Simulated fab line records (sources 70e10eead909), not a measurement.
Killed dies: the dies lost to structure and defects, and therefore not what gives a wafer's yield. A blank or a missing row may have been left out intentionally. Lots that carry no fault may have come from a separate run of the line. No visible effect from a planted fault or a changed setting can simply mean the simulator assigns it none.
One fault through the eyes of 2 desks | flow nand-harc | each desk holds nothing but its own numbers, with what lay behind them at the end

THE METROLOGY DESK
Means of the sampled wafers that have a number, per lot and without regard to the tool the lot ran on: this is what the gauges read. If a lot's mean is further than 4 standard deviations from the usual mean, the lot is out of limits and carries the mark OUT (the distance appears in the brackets).
Columns: A = thk-nm at NHARC_A_ONON_D1_THK_MEAS_21, usual 1003 nm; B = thk-nm at NHARC_A_ONON_D1_THK_MEAS_27, usual 1000 nm; C = thk-nm at NHARC_A_ONON_D1_THK_MEAS_30, usual 1002 nm
lot  | first seen here | A    | B    | C
L287 | day 7 21:17     | 994  | 1000 | 1010
L289 | day 8 06:43     | 1018 | 997  | 989
L288 | day 8 06:46     | 1006 | 993  | 988
L291 | day 8 14:07     | 996  | 1012 | 1013
L292 | day 9 09:39     | 1010 | 997  | 1457 (+48) OUT
L297 | day 10 12:01    | 1022 | 1015 | 1474 (+50) OUT
L299 | day 11 05:34    | 1013 | 1000 | 984
L301 | day 11 21:16    | 1001 | 988  | 1004
L302 | day 11 21:16    | 994  | 1001 | 995
L304 | day 12 00:46    | 993  | 985  | 1013
L305 | day 12 00:46    | 1013 | 1015 | 1018
L307 | day 12 22:04    | 990  | 994  | 1003
L310 | day 13 05:07    | 1000 | 1009 | 1000
L309 | day 13 10:45    | 999  | 985  | 997
This desk finds L292, L297 out of limits, L292 being first, at day 9 11:22 (thk-nm at NHARC_A_ONON_D1_THK_MEAS_30). Within limits: L287, L289, L288, L291, L299, L301, L302, L304, L305, L307, L310, L309.

TOOL OWNER'S DESK, pecvd-onon-02
The tool's own readings at NHARC_A_ONON_D1_DEP_28 (target thk 1000 nm): means of the sampled wafers that have a number, for each lot that ran on this tool. If a lot's mean is further than 4 standard deviations from the usual mean, the lot is out of limits and carries the mark OUT (the distance appears in the brackets).
Columns: A = n2o-flow-sccm at NHARC_A_ONON_D1_DEP_28, usual 1999 sccm
lot  | first seen here | A
L287 | day 7 22:55     | 1992
L289 | day 8 07:54     | 1999
L292 | day 9 10:55     | 2002
L297 | day 10 13:16    | 2000
This desk's finding: nothing out of limits on any of the 4 lots.

PUT TOGETHER
At day 9 11:22 the metrology desk could have sounded an alarm, on L292, L297.
The tool owner's desk saw nothing out of limits.
Tool owner's desk: L292, L297 on record, inside its limits.
NHARC_A_ONON_D1_DEP_28 was run on pecvd-onon-02 by each of the lots named.

WHAT HAD BEEN PUT IN BY THE SIMULATOR
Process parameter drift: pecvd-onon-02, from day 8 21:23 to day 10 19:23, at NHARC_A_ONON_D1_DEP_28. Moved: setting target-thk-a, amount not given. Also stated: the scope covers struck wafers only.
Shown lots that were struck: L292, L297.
Hours from the fault's start to each desk's first reading out of limits: the metrology desk, 14.
